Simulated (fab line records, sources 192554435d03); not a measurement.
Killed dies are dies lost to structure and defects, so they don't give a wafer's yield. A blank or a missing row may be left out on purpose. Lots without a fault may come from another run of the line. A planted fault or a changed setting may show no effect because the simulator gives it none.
Chamber matching | flow n5_finfet | N5_BEOL_M5_PRE_CLEAN_77 on cvd_co-02: 3 sister chambers
The step time 15 s. 3 wafers are shown with their chamber, then 12 later ones without.

WAFERS WITH THEIR CHAMBER
wafer  | chamber | heater_power_w (W)
L088.1 | 0       | 71
L088.2 | 2       | 64
L088.4 | 1       | 109

WAFERS WITHOUT THEIR CHAMBER
wafer  | heater_power_w (W)
L091.1 | 72
L091.3 | 64
L091.6 | 64
L094.1 | 64
L094.2 | 73
L094.3 | 70
L097.1 | 102
L097.2 | 72
L097.5 | 63
L095.4 | 102
L095.5 | 64
L095.6 | 71

WHICH CHAMBER EACH WENT THROUGH
wafer  | from the rows above     | in truth
L091.1 | 0                       | 0
L091.3 | 2                       | 2
L091.6 | 2                       | 2
L094.1 | 2                       | 2
L094.2 | 0                       | 0
L094.3 | can't be placed: 0 or 2 | 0
L097.1 | 1                       | 1
L097.2 | 0                       | 0
L097.5 | 2                       | 2
L095.4 | 1                       | 1
L095.5 | 2                       | 2
L095.6 | 0                       | 0
Placed correctly: 11 of 12. Can't be placed from these rows: 1 (the true chamber is among the candidates in 1). Placed wrongly: 0.
How it was worked out, from the rows above alone: a wafer's distance from a chamber is the root of the sum, over the readings, of the square of ((its reading less the chamber's mean) divided by the reading's scatter). The wafer belongs to the nearest chamber; if the next one is less than 2 further off, it can't be placed. A chamber's mean is the mean of its shown wafers. The scatter: with one shown wafer a chamber, the root of the mean of the squares of how far each hidden wafer lies from its nearest shown one.
